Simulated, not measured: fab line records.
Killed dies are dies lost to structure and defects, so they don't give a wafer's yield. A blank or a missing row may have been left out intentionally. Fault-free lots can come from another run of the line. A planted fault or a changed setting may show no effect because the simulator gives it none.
Problem report in the 8D (eight disciplines) form, filled by code	flow n5Finfet	the parts of the form that need people (team, actions taken, sign-off) are left out

## 1. WHAT WENT WRONG
Wafers without a fault read 2.2, standard deviation 1.4; rawDefectCount at N5_BEOL_M12_INSPECT_12 reads a mean of 260.3 on 6 wafers belonging to 2 lots. That is +99 or more standard deviations from the usual mean.
The step: inspects for defects (macro).
First observed at day 13 06:20: wafer L711.2, on defectInspect-02. The record has a number at this step for 30 wafers belonging to 10 lots. Rule for "out", or "out of limits": more than 4 standard deviations from the usual mean. The other wafers with a number count as sound.

## 2. WHAT IT IS, AND WHAT IT ISN'T
question	is	is not
which readings at this step	rawDefectCount	-
which lots	L710, L711	L702, L705, L708, L717, L721, L722, L723, L724
which wafers of those lots	all that have a number	-
read on which gauges	defectInspect-02	defectInspect-01
when	from day 13 06:20	up to then (9 sound wafers); but 15 sound wafers of L717, L721, L722, L723, L724 came after

## 3. WHAT RULES OUT EACH SUSPECT
Counting: a tool at a process step up to the reading stays a suspect if it ran every lot that is out and no sound lot after the first of them.
- ruled out: the gauge at N5_BEOL_M12_INSPECT_12. All the wafers that are out were read on defectInspect-02, but those of them that N5_PASSIVATION_PROBE_49 has rows for are out there too, on other tools.
- rieDiel-05 at N5_BEOL_M11_STRIP_36 (strips in N2/H2): ruled out as a lasting fault. Sound lots L724, L723 ran on it after its first lot that is out, L711 (day 13 02:03).
- pecvd-04 at N5_BEOL_M12_ILD_DEP_00 (deposits SiOC from DEMS/O2, target thk 658.92 nm, time 130.7 s): ruled out as a lasting fault. Sound lots L721, L724, L723 ran on it after its first lot that is out, L711 (day 13 05:51).
Left after counting: nothing in the record.

## 4. THE CAUSE (what the simulator had put in)
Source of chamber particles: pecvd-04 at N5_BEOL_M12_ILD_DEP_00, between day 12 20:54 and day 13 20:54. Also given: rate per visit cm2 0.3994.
Counting ruled it out, wrongly: the rule takes a fault to strike every lot that its tool runs from its start on, and this one did not.

## 5. SEQUENCE OF EFFECTS, ordered by route
Each row: a reading whose mean over the struck wafers that have a number lies more than 3 standard deviations from the usual. Readings are gone through only where the record gives a usual standard deviation; hours: the median, over the lots, of the time from a lot's start at the first step in this table giving one to that lot's start at this step; sigmas: the change measured in usual standard deviations.
hours	step	reading	usual	on struck wafers	change	sigmas
0	N5_BEOL_M12_INSPECT_12	rawDefectCount	2.2	260.3	+258.1	+99 or more
39	N5_PASSIVATION_PROBE_49	defectLimitedYield	91.2 %	82.8	-8.4	-6.5
39	N5_PASSIVATION_PROBE_49	killed_at_M4_up	13	111	+98	+21
39	N5_PASSIVATION_PROBE_49	killedDies	104	204	+100	+6.2
39	N5_PASSIVATION_PROBE_49	sort_bin_5_function	5.1 %	11.0	+5.9	+6.8
39	N5_PASSIVATION_PROBE_49	sortNPass	1076	976	-100	-6.2
39	N5_PASSIVATION_PROBE_49	sortYieldPct	91.2 %	82.7	-8.5	-6.5
It contains these process steps:
- N5_PASSIVATION_PROBE_49

## 6. WHAT WOULD HAVE CAUGHT IT SOONER
Counted from the fault's start at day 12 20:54, it took 9 hours until the first out-of-limits reading at a measuring or inspecting step in this record, taken at day 13 06:20.
Of the tool readings at N5_BEOL_M12_ILD_DEP_00 for which the record gives a usual standard deviation, none was out on any struck wafer, so an alarm limit of 4 standard deviations on them would not have fired.
